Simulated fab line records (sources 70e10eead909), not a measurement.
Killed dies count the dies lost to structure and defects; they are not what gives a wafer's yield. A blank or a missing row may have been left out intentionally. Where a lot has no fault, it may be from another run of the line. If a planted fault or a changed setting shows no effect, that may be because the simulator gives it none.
Chamber matching || flow nand harc || 3 sister chambers for NHARC_A_SLIT_DEP_23 on pecvd-04
The step deposits SiON, target thk 100 nm. 3 wafers are shown with their chamber, then 8 later ones without.

WAFERS PAIRED WITH THEIR CHAMBERS
{"wafer": "L083.4", "chamber": 2, "heater power w (W)": 844}
{"wafer": "L086.2", "chamber": 1, "heater power w (W)": 716}
{"wafer": "L088.2", "chamber": 0, "heater power w (W)": 710}

WAFERS WITHOUT THEIR CHAMBER
{"wafer": "L088.3", "heater power w (W)": 747}
{"wafer": "L088.6", "heater power w (W)": 777}
{"wafer": "L096.3", "heater power w (W)": 717}
{"wafer": "L096.4", "heater power w (W)": 710}
{"wafer": "L096.5", "heater power w (W)": 842}
{"wafer": "L097.1", "heater power w (W)": 877}
{"wafer": "L097.4", "heater power w (W)": 722}
{"wafer": "L097.5", "heater power w (W)": 736}

CHAMBER TAKEN BY EACH
{"wafer": "L088.3", "from the rows above": "can't be placed: 1 or 0", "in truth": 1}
{"wafer": "L088.6", "from the rows above": "can't be placed: 1 or 0 or 2", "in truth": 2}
{"wafer": "L096.3", "from the rows above": "can't be placed: 1 or 0", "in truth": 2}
{"wafer": "L096.4", "from the rows above": "can't be placed: 0 or 1", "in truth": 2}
{"wafer": "L096.5", "from the rows above": 2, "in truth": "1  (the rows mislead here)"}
{"wafer": "L097.1", "from the rows above": 2, "in truth": 2}
{"wafer": "L097.4", "from the rows above": "can't be placed: 1 or 0", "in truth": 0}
{"wafer": "L097.5", "from the rows above": "can't be placed: 1 or 0", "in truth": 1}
Placed correctly: 1 of 8. From these rows, 6 cannot be placed; in 4 the true chamber is one of the candidates. 1 placed wrongly.
How it was worked out, from the rows above alone: a wafer's distance from a chamber is the root of the sum, over the readings, of the square of ((its reading less the chamber's mean) divided by the reading's scatter). If the next closest chamber is less than 2 further off than the closest, the wafer can't be placed; otherwise it belongs to the closest. For every chamber, the mean is computed from those of its wafers that are shown. The scatter: with one shown wafer a chamber, the root of the mean of the squares of how far each hidden wafer lies from its nearest shown one.
